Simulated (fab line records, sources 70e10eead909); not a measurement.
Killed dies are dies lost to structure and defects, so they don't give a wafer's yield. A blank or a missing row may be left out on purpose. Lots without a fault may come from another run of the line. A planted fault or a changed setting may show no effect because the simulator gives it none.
Problem report in the 8D (eight disciplines) form, filled by code | flow nand_harc | the parts of the form that need people (team, actions taken, sign-off) are left out

1. THE PROBLEM
killed_at_array at NHARC_END_SORT_01 reads a mean of 673 on 2 wafers of 2 lots; wafers without a fault read 52 with a standard deviation of 16. That is +39 standard deviations from the usual mean.
First seen on wafer L315.3, day 29 20:20, on prober-01. The record holds 6 wafers of 2 lots with a number at this step. Rule for "out", or "out of limits": more than 4 standard deviations from the usual mean. The other wafers with a number count as sound.

2. WHAT IT IS AND WHAT IT IS NOT
question                    | is                           | is not
which readings at this step | killed_at_array, killed_dies | killed_at_other, killed_at_periphery, killed_open, killed_short
which lots                  | L315, L316                   | -
which wafers of those lots  | L315.3, L316.6               | L315.2, L315.4, L316.3, L316.4
read on which gauges        | prober-01                    | -
when                        | from day 29 20:20            | up to then (1 sound wafer); but 3 sound wafers of L315, L316 came after

3. SUSPECTS, AND WHAT RULES EACH OUT
Counting: a tool at a process step up to the reading stays a suspect if it ran every lot that is out. Sound lots after the first of them don't rule it out here, since some wafers of a struck lot are sound.
- the gauge at NHARC_END_SORT_01: ruled out. All the wafers that are out were read on prober-01, but those of them that NHARC_A_CONTACT_ETCH_77 has rows for are out there too, on other tools.
- rie_diel-04 at NHARC_A_CONTACT_ETCH_77 (etches the open film in CF4/CHF3, target depth 108.9 nm, time 54.5 s): kept. It ran every lot that is out, first L315 (day 27 06:49). Its own readings are out on those wafers: run_length_s.
- Within rie_diel-04 at NHARC_A_CONTACT_ETCH_77: the wafers that are out ran in chamber 0; their sound lot-mates ran in chambers 1, 2, 3.
Left after counting: rie_diel-04 at NHARC_A_CONTACT_ETCH_77.

4. THE CAUSE (what the simulator had put in)
Process parameter drift: rie_diel-04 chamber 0, from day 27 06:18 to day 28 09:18, at NHARC_A_CONTACT_ETCH_77. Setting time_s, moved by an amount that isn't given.
Counting left only this tool.

5. THE CHAIN OF EFFECTS, in route order
Each row: a reading whose mean over the struck wafers that have a number lies more than 3 standard deviations from the usual. Only readings for which the record gives a usual standard deviation are gone through. hours: the time from each lot's start at the first step in this table that gives one to its start at this step, as a median over the lots. sigmas: the change in usual standard deviations.
hours | step                    | reading         | usual  | on struck wafers | change | sigmas
0     | NHARC_A_CONTACT_ETCH_77 | run_length_s    | 76.0 s | 60.8             | -15.2  | -48
60    | NHARC_END_SORT_01       | killed_at_array | 52     | 673              | +621   | +39
60    | NHARC_END_SORT_01       | killed_dies     | 57     | 677              | +620   | +39
The process steps in it:
- NHARC_A_CONTACT_ETCH_77: etches the open film in CF4/CHF3, target depth 108.9 nm, time 54.5 s.

6. WHAT WOULD HAVE CAUGHT IT SOONER
In this record the first reading out of limits at a measuring or inspecting step was taken at day 29 20:20, 62 hours after the fault began at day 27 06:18.
The tool's own readings at NHARC_A_CONTACT_ETCH_77 were out on every struck wafer that the step has a row for (run_length_s): an alarm limit on them would have fired on the first of those.
All the lots that are out (2) had begun NHARC_A_CONTACT_ETCH_77 on rie_diel-04 by day 29 20:20. A hold on the tool at that time would have spared none of them.
